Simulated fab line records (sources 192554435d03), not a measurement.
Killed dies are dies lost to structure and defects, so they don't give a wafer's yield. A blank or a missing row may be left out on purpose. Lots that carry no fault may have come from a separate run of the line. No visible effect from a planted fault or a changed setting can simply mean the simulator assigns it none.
Struck lot and sound lot, side by side ; flow n5_finfet ; 16 out of 1938 route steps
Sound: the wafers L558.2, L558.4. Struck: wafer L569.5 (left out: L569.2, L569.3 of the same lot, which were not struck); the cause appears at the end.
Order at every step that has rows: each side's tool, ch and its chambers, its first start. Under that, the readings that differ: sound wafers ; struck wafers ; difference of the means ; sigmas: that difference in standard deviations of wafers without a fault.
alike: readings with means less than 2 such deviations apart, plus words and numbers identical on both sides. not compared: withheld readings, readings lacking a value on some wafer, bounds such as >300 that could conceal the same value, and numbers that have no deviation in the record and whose values overlap.
A row with sigmas, a row that says differs or no value, or rows on one side alone: a step with any of these is where the two part. Numbers that have no deviation but don't overlap get no sigmas and don't part them. A reading missing from all wafers of one side parts the sides only when that side holds two or more wafers.

first, 3 steps without rows for these wafers: N5_BEOL_M4_SPUTTER_92 (material Cu, target thk 4.5 nm, time 8.29 s); N5_BEOL_M4_ANNEAL_93 (time 240 s); N5_BEOL_M4_SPUTTER_94 (material Cu, target thk 4.5 nm, time 8.29 s).
N5_BEOL_M4_ANNEAL_95: time 240 s.
  sound on pvd_sputter-02 at day 9 08:12; struck on pvd_sputter-03 at day 12 02:40
  alike: heater_power_w, susceptor_temp_C
then, 2 steps without rows for these wafers: N5_BEOL_M4_SPUTTER_96 (material Cu, target thk 4.5 nm, time 8.29 s); N5_BEOL_M4_ECD_50 (material Cu, target thk 300 nm).
N5_BEOL_M4_ANNEAL_51: time 90 s.
  sound on rtp_anneal-01 ch 0, day 9 08:44; struck on rtp_anneal-02 ch 0, day 12 03:04
reading;sound;struck;difference;sigmas
wafer_temp_C_max;225.8 225.7;227.2;+1.4;+3
N5_BEOL_M4_CMP_52: polishes, stops on SiOC, t overpolish 6.8 s, target thk 40 nm.
  sound on cmp-01 ch 0,3, day 9 08:59; struck on cmp-01 ch 1, day 12 03:19
  alike: barrier_field_endpoint_s, motor_current_A, overpolish_run_s, time_to_endpoint_s
N5_BEOL_M4_THK_MEAS_53: measures by xrf.
  sound on film_metro-01 at day 9 09:17; struck on film_metro-02 at day 12 03:37
  alike: M4_THK
N5_BEOL_M4_PRE_CLEAN_60: time 15 s.
  sound on cvd_co-01 ch 0,2, day 9 09:20; struck on cvd_co-02 ch 2, day 12 03:39
  alike: heater_power_outer_w, heater_power_w
  not compared: susceptor_temp_C
N5_BEOL_M4_CO_CAP_55: material Co, precursor CCTBA/H2, target thk 2 nm, time 102.1 s.
  sound on cvd_co-01 ch 0,2, day 9 09:22; struck on cvd_co-02 ch 2, day 12 03:41
  alike: heater_power_outer_w, heater_power_w, susceptor_temp_C
then, 1 step without rows for these wafers: N5_BEOL_M4_PRE_CLEAN_56 (time 15 s).
N5_BEOL_M4_DEP_57: deposits SiCN from 3MS/NH3, target thk 8 nm, time 14 s.
  sound on pecvd-02 ch 0, day 9 09:29; struck on pecvd-02 ch 2, day 12 03:49
reading;sound;struck;difference;sigmas
model.SiCN_of_BEOL_M4_DEP_57.thk_nm (nm);8.2 8;2.2;-5.9;
  alike: showerhead_plenum_p_Torr, throttle_valve_pct
N5_BEOL_M4_RS_MEAS_58: a four-point-probe measurement.
  sound on film_metro-01 at day 9 09:33; struck on film_metro-02 at day 12 03:53
  alike: M4_RS
N5_BEOL_M4_RC_MEAS_101:
  sound on prober-02 ch 0, day 9 09:46; struck on prober-01 ch 0, day 12 04:05
reading;sound;struck;difference;sigmas
SS_N (mV/dec);70.7 70.3;72.2;+1.7;+2
SS_P (mV/dec);72.3 72.1;74.5;+2.3;+2
  alike: DIBL_N, DIBL_P, IOFF_N, IOFF_P, ION_N, ION_P, VT_N, VT_P
next, for these wafers, 1 step has no rows: N5_PASSIVATION_PROBE_49.

== WHERE THEY PART ==
First at N5_BEOL_M4_ANNEAL_51; last, within this record, at N5_BEOL_M4_RC_MEAS_101.

WHY: what had been put in by the simulator
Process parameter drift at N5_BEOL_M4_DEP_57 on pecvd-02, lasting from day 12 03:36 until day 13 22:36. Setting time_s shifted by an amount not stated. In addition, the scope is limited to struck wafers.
